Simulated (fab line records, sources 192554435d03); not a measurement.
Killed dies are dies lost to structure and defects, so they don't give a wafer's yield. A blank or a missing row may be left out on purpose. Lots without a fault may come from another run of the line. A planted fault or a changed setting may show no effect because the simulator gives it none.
Split-lot experiment | flow n5_finfet | 7 lots, 21 wafers read, on a route of 1938 steps

THE SPLIT
At N5_DUMMY_GATE_EXPOSE_12 (exposes mask GATE, target cd 25 nm), the setting dose_mj was moved away from the recipe's 34 on 9 of the 21 wafers read, by -2.2% to +4.7%. The other wafers ran this setting at the recipe's value.

FROM THE SPLIT TO THE READING: what the file shows between them, 4 steps
- N5_DUMMY_GATE_PEB_13: peb time 60 s
- N5_DUMMY_GATE_DEVELOP_14: develop time 30 s
- N5_DUMMY_GATE_STRIP_38: strips in N2/H2
- N5_DUMMY_GATE_STRIP_39: strips in N2/H2

THE READING
DUMMY_GATE.cd_nm (the simulator's own value, which no gauge read), in nm, at N5_DUMMY_GATE_TRIM_49 (chemistry O2, time 29 s, target cd 14 nm). The file gives no usual value for it. The 12 wafers here that ran the recipe average 14.2 nm, standard deviation 0.2 nm.

wafer  | tool, chamber at the split | dose_mj as run | against the recipe | DUMMY_GATE.cd_nm, nm | against lot-mates on the recipe
L079.1 | euv_scanner-02, 0          | 34             | recipe             | 13.8                 | -
L079.2 | euv_scanner-02, 0          | 34             | recipe             | 14.2                 | -
L079.6 | euv_scanner-02, 0          | 34             | recipe             | 14                   | -
L080.2 | euv_scanner-02, 0          | 34             | recipe             | 14.2                 | -
L080.5 | euv_scanner-02, 0          | 34             | recipe             | 14.2                 | -
L080.3 | euv_scanner-02, 0          | 35.59          | +4.7%              | 13.2                 | -1.0
L082.2 | euv_scanner-02, 0          | 33.25          | -2.2%              | 14.8                 | +0.8
L082.3 | euv_scanner-02, 0          | 34             | recipe             | 14                   | -
L082.5 | euv_scanner-02, 0          | 33.25          | -2.2%              | 14.6                 | +0.6
L085.1 | euv_scanner-01, 0          | 35.05          | +3.1%              | 13.6                 | -0.7
L085.2 | euv_scanner-01, 0          | 34             | recipe             | 14                   | -
L085.5 | euv_scanner-01, 0          | 34             | recipe             | 14.6                 | -
L093.2 | euv_scanner-01, 0          | 35.42          | +4.2%              | 13.2                 | -0.8
L093.4 | euv_scanner-01, 0          | 35.42          | +4.2%              | 13.4                 | -0.6
L093.5 | euv_scanner-01, 0          | 34             | recipe             | 14                   | -
L094.1 | euv_scanner-02, 0          | 34             | recipe             | 14.4                 | -
L094.3 | euv_scanner-02, 0          | 34             | recipe             | 14.2                 | -
L094.5 | euv_scanner-02, 0          | 34             | recipe             | 14.2                 | -
L097.2 | euv_scanner-02, 0          | 35.13          | +3.3%              | 14                   | no lot-mate on the recipe
L097.6 | euv_scanner-02, 0          | 35.13          | +3.3%              | 14                   | no lot-mate on the recipe
L097.3 | euv_scanner-02, 0          | 35.13          | +3.3%              | 13.6                 | no lot-mate on the recipe

THE FIT
A straight line over all 21 wafers: DUMMY_GATE.cd_nm changes by -0.178 nm for each +1% of dose_mj; r = -0.86; the points scatter about the line by 0.23 nm.
The same after taking each lot's own level away (the mean of its wafers on the recipe; 18 wafers): -0.214 nm for each +1%; r = -0.93; scatter 0.17 nm.
On that fit, the largest move of dose_mj shifts the reading by 1 nm.
The lots' own levels span 14.00 to 14.30 nm, that is 1.5 times the standard deviation above.
So the lot-to-lot level changes the slope: the two fits differ.
Check: with one of the wafers moved furthest among these (+4.7%) left out of the fit, the line predicts -0.94 nm for it against its lot-mates. It came out at -1 nm against them.

THE FILE'S OWN FIT
DUMMY_GATE.cd_nm changes by -0.21 nm for each +1% of dose_mj, r = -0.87.
